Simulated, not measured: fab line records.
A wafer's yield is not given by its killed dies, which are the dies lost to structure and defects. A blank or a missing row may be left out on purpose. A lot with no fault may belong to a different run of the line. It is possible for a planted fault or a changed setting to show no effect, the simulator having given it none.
Matching of chambers / flow n5-finfet / 4 sister chambers for N5_BEOL_M1_ETCH_64 on rie-diel-04
The step etches SOC in N2/H2, target depth 75 nm, overetch 15 nm, time 112.5 s. 4 wafers are shown with their chamber, then 8 later ones without.

## EACH WAFER AND ITS CHAMBER
wafer=L085.2; chamber=3; showerhead-plenum-p-Torr (Torr)=2.63
wafer=L085.6; chamber=2; showerhead-plenum-p-Torr (Torr)=2.41
wafer=L090.4; chamber=1; showerhead-plenum-p-Torr (Torr)=2.64
wafer=L094.3; chamber=0; showerhead-plenum-p-Torr (Torr)=2.54

## WAFERS MISSING THEIR CHAMBER
wafer=L094.5; showerhead-plenum-p-Torr (Torr)=2.62
wafer=L094.6; showerhead-plenum-p-Torr (Torr)=2.54
wafer=L097.1; showerhead-plenum-p-Torr (Torr)=2.40
wafer=L097.2; showerhead-plenum-p-Torr (Torr)=2.54
wafer=L097.3; showerhead-plenum-p-Torr (Torr)=2.62
wafer=L097.4; showerhead-plenum-p-Torr (Torr)=2.63
wafer=L097.5; showerhead-plenum-p-Torr (Torr)=2.54
wafer=L097.6; showerhead-plenum-p-Torr (Torr)=2.62

## EACH ONE'S CHAMBER
wafer=L094.5; from the rows above=can't be placed: 3 or 1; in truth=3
wafer=L094.6; from the rows above=0; in truth=0
wafer=L097.1; from the rows above=2; in truth=2
wafer=L097.2; from the rows above=0; in truth=0
wafer=L097.3; from the rows above=can't be placed: 3 or 1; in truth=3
wafer=L097.4; from the rows above=can't be placed: 3 or 1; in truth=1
wafer=L097.5; from the rows above=0; in truth=0
wafer=L097.6; from the rows above=can't be placed: 3 or 1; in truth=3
4 of 8 placed correctly. Unplaceable from these rows: 4, with the true chamber sitting among the candidates in 4. Placed wrongly: 0.
How it was worked out, from the rows above alone: a wafer's distance from a chamber is the root of the sum, over the readings, of the square of ((its reading less the chamber's mean) divided by the reading's scatter). The wafer belongs to the nearest chamber; if the next one is less than 2 further off, it can't be placed. Each chamber's mean is taken over the wafers shown for it. The scatter: with one shown wafer a chamber, the root of the mean of the squares of how far each hidden wafer lies from its nearest shown one.
